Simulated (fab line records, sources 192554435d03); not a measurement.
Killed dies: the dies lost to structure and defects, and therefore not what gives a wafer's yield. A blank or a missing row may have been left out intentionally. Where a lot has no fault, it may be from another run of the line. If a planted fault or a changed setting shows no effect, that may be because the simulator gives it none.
Matching of chambers + flow n5_finfet + N5_BEOL_M10_DEP_56 on pecvd-01 has 3 sister chambers
The step deposits SiCN from 3MS/NH3, target thk 15 nm, time 26.5 s. 3 wafers are shown with their chamber, then 11 later ones without.

## WAFERS PAIRED WITH THEIR CHAMBERS
| wafer  | chamber | throttle_valve_pct (%) |
|--------|---------|------------------------|
| L088.1 | 1       | 8.3                    |
| L088.6 | 2       | 8.9                    |
| L091.4 | 0       | 9.0                    |

## WAFERS WHOSE CHAMBER IS MISSING
| wafer  | throttle_valve_pct (%) |
|--------|------------------------|
| L091.5 | 8.4                    |
| L091.6 | 9.2                    |
| L093.3 | 8.6                    |
| L093.5 | 8.5                    |
| L093.6 | 9.3                    |
| L097.1 | 9.0                    |
| L097.2 | 9.6                    |
| L097.6 | 8.4                    |
| L096.3 | 9.1                    |
| L096.5 | 8.8                    |
| L096.6 | 8.3                    |

## THE CHAMBER EACH PASSED THROUGH
| wafer  | from the rows above          | in truth |
|--------|------------------------------|----------|
| L091.5 | can't be placed: 1 or 2      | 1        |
| L091.6 | can't be placed: 0 or 2      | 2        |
| L093.3 | can't be placed: 1 or 2 or 0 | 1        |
| L093.5 | can't be placed: 1 or 2 or 0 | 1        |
| L093.6 | can't be placed: 0 or 2      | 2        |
| L097.1 | can't be placed: 0 or 2      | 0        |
| L097.2 | can't be placed: 0 or 2      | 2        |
| L097.6 | can't be placed: 1 or 2      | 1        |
| L096.3 | can't be placed: 0 or 2      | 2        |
| L096.5 | can't be placed: 2 or 0 or 1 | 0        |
| L096.6 | 1                            | 1        |
1 of 11 placed correctly. Unplaceable from these rows: 10, with the true chamber sitting among the candidates in 10. Number placed wrongly: 0.
How it was worked out, from the rows above alone: a wafer's distance from a chamber is the root of the sum, over the readings, of the square of ((its reading less the chamber's mean) divided by the reading's scatter). The wafer belongs to the nearest chamber; if the next one is less than 2 further off, it can't be placed. For every chamber, the mean is computed from those of its wafers that are shown. The scatter: with one shown wafer a chamber, the root of the mean of the squares of how far each hidden wafer lies from its nearest shown one.
